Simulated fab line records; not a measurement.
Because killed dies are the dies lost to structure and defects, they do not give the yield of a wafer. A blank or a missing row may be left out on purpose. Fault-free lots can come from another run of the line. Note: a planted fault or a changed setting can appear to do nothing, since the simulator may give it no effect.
Split-lot study -- flow n5Finfet -- 21 wafers read across 7 lots, on a route 1938 steps long

## THE SPLIT ITSELF
At N5_BEOL_M1_COAT_05 (resist thk 30 nm), the setting spinRpm was moved away from the recipe's 1500 rpm on 5 of the 21 wafers read, by -5.8% to +10.8%. This setting was run at the recipe's value on the other wafers.

## FROM THE SPLIT TO THE READING: what the file shows between them, 5 steps
- N5_BEOL_M1_EBR_07
- N5_BEOL_M1_SOFTBAKE_06: time 60 s
- N5_BEOL_M1_EXPOSE_08: exposes mask M1
- N5_BEOL_M1_PEB_09: peb time 60 s
- N5_BEOL_M1_DEVELOP_10: develop time 30 s

## THE READING
CAR-EUV_of_BEOL_M1_COAT_05.thkNm (the simulator's own value, which no gauge read), in nm, at N5_BEOL_M1_DESCUM_16 (chemistry O2, time 7 s). The file gives no usual value for it. The 16 wafers here that ran the recipe average 26.1 nm, standard deviation 0.14 nm.

wafer,"tool, chamber at the split","spinRpm as run, rpm",against the recipe,"CAR-EUV_of_BEOL_M1_COAT_05.thkNm, nm",against lot-mates on the recipe
L075.2,"lithoTrack-04, 0",1500,recipe,26.2,-
L075.3,"lithoTrack-04, 0",1662,+10.8%,24.8,-1.4
L075.6,"lithoTrack-04, 0",1662,+10.8%,24.6,-1.6
L078.2,"lithoTrack-04, 0",1500,recipe,26.4,-
L078.6,"lithoTrack-04, 0",1500,recipe,26.4,-
L078.3,"lithoTrack-04, 0",1500,recipe,26.2,-
L079.2,"lithoTrack-03, 0",1500,recipe,26.2,-
L079.5,"lithoTrack-03, 0",1435,-4.3%,26.8,+0.6
L079.6,"lithoTrack-03, 0",1435,-4.3%,27,+0.8
L082.1,"lithoTrack-03, 0",1500,recipe,26.2,-
L082.5,"lithoTrack-03, 0",1500,recipe,26.2,-
L082.6,"lithoTrack-03, 0",1413,-5.8%,27,+0.8
L083.1,"lithoTrack-03, 0",1500,recipe,26.2,-
L083.4,"lithoTrack-03, 0",1500,recipe,26,-
L083.6,"lithoTrack-03, 0",1500,recipe,26,-
L087.1,"lithoTrack-04, 0",1500,recipe,26,-
L087.4,"lithoTrack-04, 0",1500,recipe,26,-
L087.5,"lithoTrack-04, 0",1500,recipe,26,-
L088.2,"lithoTrack-04, 0",1500,recipe,26,-
L088.5,"lithoTrack-04, 0",1500,recipe,26,-
L088.6,"lithoTrack-04, 0",1500,recipe,26,-

FIT RESULTS
A straight line over all 21 wafers: CAR-EUV_of_BEOL_M1_COAT_05.thkNm changes by -0.14 nm for each +1% of spinRpm; r = -0.97; the points scatter about the line by 0.15 nm.
The same after taking each lot's own level away (the mean of its wafers on the recipe; 21 wafers): -0.142 nm for each +1%; r = -0.99; scatter 0.076 nm.
According to that fit, moving spinRpm by its largest amount changes the reading by 1.5 nm.
Measured against the standard deviation above, the lots' own levels, which go from 26.00 to 26.33 nm, span 2.4 times it.
Consequently the slope shifts little with the lot-to-lot level, the two slopes agreeing.
Check: with one of the wafers moved furthest among these (+10.8%) left out of the fit, the line predicts -1.61 nm for it against its lot-mates. It came out at -1.4 nm against them.

## THESE WAFERS: OTHER SPLITS
These wafers also went through other splits before the reading. Each is held against what the fit with the lots' levels taken away leaves over:
other split on the same wafers,wafers away from the commonest value,r with CAR-EUV_of_BEOL_M1_COAT_05.thkNm (lot level and that fit taken away)
N5_MOL_CONTACT_COAG_CVD_140 targetThkA,8,+0.08
N5_BEOL_M0_SAQP_ILD_DEP_01 timeS,8,+0.01
N5_BEOL_M0_SAQP_COAT_08 spinRpm,13,+0.34

## THE WHOLE CHAIN: every reading that the file lists as answering this split, in the file's order
step,what it does,reading,change (the file's fit),r (the file's)
N5_BEOL_M1_COAT_05,resist thk 30 nm,"CAR-EUV_of_BEOL_M1_COAT_05.thkNm (the simulator's own value, which no gauge read)",-0.146 nm for each +1% of the setting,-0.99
N5_BEOL_M1_DEVELOP_10,develop time 30 s,"CAR-EUV_of_BEOL_M1_COAT_05.thkNm (the simulator's own value, which no gauge read)",-0.157 nm for each +1% of the setting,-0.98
N5_BEOL_M1_DESCUM_16,"chemistry O2, time 7 s","CAR-EUV_of_BEOL_M1_COAT_05.thkNm (the simulator's own value, which no gauge read)",-0.141 nm for each +1% of the setting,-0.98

## FILE'S OWN FIT
CAR-EUV_of_BEOL_M1_COAT_05.thkNm changes by -0.141 nm for each +1% of spinRpm, r = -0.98.
